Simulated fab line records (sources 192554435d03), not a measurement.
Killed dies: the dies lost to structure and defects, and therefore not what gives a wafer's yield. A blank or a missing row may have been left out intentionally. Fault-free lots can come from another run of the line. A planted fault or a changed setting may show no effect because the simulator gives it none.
Matching of chambers    flow n5Finfet    N5_SD_EPI_N_ETCHBACK_44 on rieDiel-02: 4 sister chambers
The step etches SiNx in CH3F/O2, stops on SiO2, target depth 14.5 nm. 4 wafers are shown with their chamber, then 10 later ones without.

== EACH WAFER AND ITS CHAMBER ==
wafer   chamber  drypumpMotorCurrentA (A)
L085.4  2        4.9
L086.6  3        5.9
L087.3  1        5.7
L087.4  0        6.2

== WAFERS WHOSE CHAMBER IS MISSING ==
wafer   drypumpMotorCurrentA (A)
L087.6  5.8
L089.2  5.8
L089.4  4.9
L089.5  5.7
L091.1  4.9
L091.3  5.8
L091.4  6.2
L094.1  6.2
L094.2  5.8
L094.6  5.8

== WHICH CHAMBER EACH ONE RAN IN ==
wafer   from the rows above      in truth
L087.6  can't be placed: 1 or 3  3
L089.2  can't be placed: 1 or 3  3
L089.4  2                        2
L089.5  1                        1
L091.1  2                        2
L091.3  can't be placed: 1 or 3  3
L091.4  0                        0
L094.1  0                        0
L094.2  can't be placed: 1 or 3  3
L094.6  can't be placed: 1 or 3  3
Correctly placed: 5 of 10. Not placeable from these rows: 5 (in 5, the candidates include the true chamber). 0 placed wrongly.
How it was worked out, from the rows above alone: a wafer's distance from a chamber is the root of the sum, over the readings, of the square of ((its reading less the chamber's mean) divided by the reading's scatter). The wafer belongs to the nearest chamber; if the next one is less than 2 further off, it can't be placed. A chamber's mean is the mean of its shown wafers. The scatter: root of mean squared gap, hidden wafer to nearest shown wafer, with one shown wafer a chamber.
